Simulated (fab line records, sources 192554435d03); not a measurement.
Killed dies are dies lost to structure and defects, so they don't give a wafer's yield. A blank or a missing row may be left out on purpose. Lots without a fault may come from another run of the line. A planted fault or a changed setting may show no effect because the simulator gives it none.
One fault seen from 2 desks | flow n5_finfet | each desk has only its own numbers; what lay behind them comes last

THE METROLOGY DESK
What the gauges read, lot by lot, whatever tool the lot ran on: means of the sampled wafers that have a number. A lot is out of limits, marked OUT, if its mean lies more than 4 standard deviations from the usual mean; the brackets give that distance. Of its 11 readings 7 are shown: those that lie furthest out on some lot.
Columns: A = M2_RS at N5_BEOL_M2_RS_MEAS_58, usual 0.68 ohm/sq; B = DIBL_P at N5_BEOL_M4_RC_MEAS_101, usual 36.5 mV/V; C = IOFF_N at N5_BEOL_M4_RC_MEAS_101, usual 0.16 nA/um; D = ION_N at N5_BEOL_M4_RC_MEAS_101, usual 675 uA/um; E = SS_N at N5_BEOL_M4_RC_MEAS_101, usual 71.6 mV/dec; F = SS_P at N5_BEOL_M4_RC_MEAS_101, usual 73.3 mV/dec; G = VT_N at N5_BEOL_M4_RC_MEAS_101, usual 249 mV
lot  | first seen here | A    | B    | C    | D   | E    | F    | G
L502 | day 6 22:46     | 0.70 | 36.2 | 0.15 | 676 | 71.5 | 73.6 | 252
L504 | day 7 11:30     | 0.69 | 36.9 | 0.15 | 673 | 71.3 | 73.4 | 250
L509 | day 8 09:37     | 0.70 | 33.3 | 0.11 | 663 | 70.6 | 71.8 | 254
L508 | day 8 12:03     | 0.67 | 37.6 | 0.17 | 681 | 72.1 | 72.9 | 249
L510 | day 8 19:25     | 0.65 | 35.5 | 0.14 | 658 | 71.5 | 72.8 | 253
L511 | day 9 09:52     | 0.68 | 36.9 | 0.13 | 659 | 70.6 | 73.5 | 252
L512 | day 9 10:11     | 0.72 | 35.0 | 0.14 | 681 | 70.9 | 73.5 | 251
L522 | day 11 20:20    | 0.67 | 33.9 | 0.14 | 677 | 71.5 | 73.2 | 249
L524 | day 12 09:45    | 0.69 | 36.1 | 0.15 | 671 | 71.6 | 74.0 | 250
L525 | day 12 13:17    | 0.67 | 36.6 | 0.16 | 675 | 71.7 | 73.7 | 249
This desk's finding: nothing out of limits on any of the 10 lots.

THE TOOL OWNER'S DESK: litho_track-05
The tool's own readings at N5_BEOL_M3_COAT_22 (resist thk 30 nm): means of the sampled wafers that have a number, for each lot that ran on this tool. A lot is out of limits, marked OUT, if its mean lies more than 4 standard deviations from the usual mean; the brackets give that distance.
Columns: A = chill_plate_temp_C at N5_BEOL_M3_COAT_22, usual 23.01 C; B = spin_speed_rpm at N5_BEOL_M3_COAT_22, usual 1499.9 rpm
lot  | first seen here | A     | B
L502 | day 7 00:12     | 22.98 | 1500.1
L504 | day 7 13:19     | 23.10 | 1500.3
L509 | day 8 11:28     | 23.00 | 1500.2
L508 | day 8 14:14     | 23.05 | 1500.7
L511 | day 9 11:40     | 22.98 | 1336.4 (-99 or more) OUT
L512 | day 9 12:36     | 22.97 | 1337.0 (-99 or more) OUT
This desk's finding: out of limits on L511, L512; first on L511, day 9 11:40 (spin_speed_rpm at N5_BEOL_M3_COAT_22). In limits: L502, L504, L509, L508.

PUT TOGETHER
The tool owner's desk could have raised an alarm at day 9 11:40, on L511, L512.
The metrology desk saw nothing out of limits.
The metrology desk has L511, L512 on record, within its limits.
Of the lots named, all ran N5_BEOL_M3_COAT_22 on litho_track-05.

WHAT THE SIMULATOR HAD PUT IN
Process parameter drift: litho_track-05, from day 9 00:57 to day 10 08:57, at N5_BEOL_M3_COAT_22. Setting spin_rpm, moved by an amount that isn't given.
Lots struck among those shown: L511, L512.
Hours from the fault's start to each desk's first reading out of limits: the tool owner's desk, 11.
